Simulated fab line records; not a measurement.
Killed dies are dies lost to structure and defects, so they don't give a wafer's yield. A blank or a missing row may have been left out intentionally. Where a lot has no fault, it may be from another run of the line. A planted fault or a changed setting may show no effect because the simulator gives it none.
Matching of chambers || flow nand harc || NHARC_A_SGD_CUT_ETCH_58 on rie diel-06: 3 sister chambers
The step etches the open film in CF4, target depth 39 nm, time 65 s. 16 wafers are shown with their chamber, then 5 later ones without.

== WAFERS, EACH WITH ITS CHAMBER ==
{"wafer": "L077.3", "chamber": 2, "drypump motor current A (A)": 5.1, "oes product au (a.u.)": 0.997, "throttle valve pct (%)": 13.283}
{"wafer": "L077.4", "chamber": 0, "drypump motor current A (A)": 5.8, "oes product au (a.u.)": 0.992, "throttle valve pct (%)": 13.287}
{"wafer": "L077.6", "chamber": 2, "drypump motor current A (A)": 5.1, "oes product au (a.u.)": 1.009, "throttle valve pct (%)": 13.282}
{"wafer": "L075.2", "chamber": 2, "drypump motor current A (A)": 5.1, "oes product au (a.u.)": 0.999, "throttle valve pct (%)": 13.288}
{"wafer": "L075.4", "chamber": 1, "drypump motor current A (A)": 6.0, "oes product au (a.u.)": 0.989, "throttle valve pct (%)": 13.288}
{"wafer": "L075.6", "chamber": 1, "drypump motor current A (A)": 6.0, "oes product au (a.u.)": 0.994, "throttle valve pct (%)": 13.301}
{"wafer": "L080.1", "chamber": 1, "drypump motor current A (A)": 6.0, "oes product au (a.u.)": 1.001, "throttle valve pct (%)": 13.288}
{"wafer": "L080.2", "chamber": 2, "drypump motor current A (A)": 5.1, "oes product au (a.u.)": 1.012, "throttle valve pct (%)": 13.272}
{"wafer": "L080.3", "chamber": 0, "drypump motor current A (A)": 5.8, "oes product au (a.u.)": 1.002, "throttle valve pct (%)": 13.290}
{"wafer": "L081.1", "chamber": 0, "drypump motor current A (A)": 5.8, "oes product au (a.u.)": 0.994, "throttle valve pct (%)": 13.275}
{"wafer": "L081.4", "chamber": 2, "drypump motor current A (A)": 5.0, "oes product au (a.u.)": 1.001, "throttle valve pct (%)": 13.285}
{"wafer": "L081.6", "chamber": 1, "drypump motor current A (A)": 6.0, "oes product au (a.u.)": 0.995, "throttle valve pct (%)": 13.276}
{"wafer": "L086.1", "chamber": 2, "drypump motor current A (A)": 5.0, "oes product au (a.u.)": 0.990, "throttle valve pct (%)": 13.298}
{"wafer": "L086.2", "chamber": 1, "drypump motor current A (A)": 6.0, "oes product au (a.u.)": 0.986, "throttle valve pct (%)": 13.294}
{"wafer": "L086.4", "chamber": 0, "drypump motor current A (A)": 5.7, "oes product au (a.u.)": 0.998, "throttle valve pct (%)": 13.279}
{"wafer": "L087.1", "chamber": 2, "drypump motor current A (A)": 5.0, "oes product au (a.u.)": 1.005, "throttle valve pct (%)": 13.268}

SIGNATURES (means of the wafers above)
{"reading": "drypump motor current A", "chamber 0": 5.775, "chamber 1": 6.000, "chamber 2": 5.057, "scatter within a chamber": 0.0435}
{"reading": "oes product au", "chamber 0": 0.99650, "chamber 1": 0.99300, "chamber 2": 1.00186, "scatter within a chamber": 0.00638}
{"reading": "throttle valve pct", "chamber 0": 13.28275, "chamber 1": 13.28940, "chamber 2": 13.28229, "scatter within a chamber": 0.00912}
Rule: a wafer lies at a distance from a chamber equal to the root of the sum of squares, over the readings, of (its reading less the chamber's mean, divided by the reading's scatter). If the next closest chamber is less than 2 further off than the closest, the wafer can't be placed; otherwise it belongs to the closest. The scatter: the root of (the sum of the squares of (reading less its chamber's mean) over the shown wafers, divided by (wafers less chambers)).

== WAFERS WITH NO CHAMBER GIVEN ==
{"wafer": "L087.5", "drypump motor current A (A)": 5.0, "oes product au (a.u.)": 0.987, "throttle valve pct (%)": 13.284}
{"wafer": "L085.1", "drypump motor current A (A)": 5.8, "oes product au (a.u.)": 0.991, "throttle valve pct (%)": 13.281}
{"wafer": "L085.3", "drypump motor current A (A)": 6.0, "oes product au (a.u.)": 0.995, "throttle valve pct (%)": 13.261}
{"wafer": "L090.1", "drypump motor current A (A)": 5.8, "oes product au (a.u.)": 1.006, "throttle valve pct (%)": 13.292}
{"wafer": "L090.3", "drypump motor current A (A)": 5.1, "oes product au (a.u.)": 1.006, "throttle valve pct (%)": 13.283}

== CHAMBER TAKEN BY EACH ==
{"wafer": "L087.5", "from the rows above": 2, "in truth": 2}
{"wafer": "L085.1", "from the rows above": 0, "in truth": 0}
{"wafer": "L085.3", "from the rows above": 1, "in truth": 1}
{"wafer": "L090.1", "from the rows above": 0, "in truth": 0}
{"wafer": "L090.3", "from the rows above": 2, "in truth": 2}
Correctly placed: 5 of 5. From these rows, 0 cannot be placed. Number placed wrongly: 0.
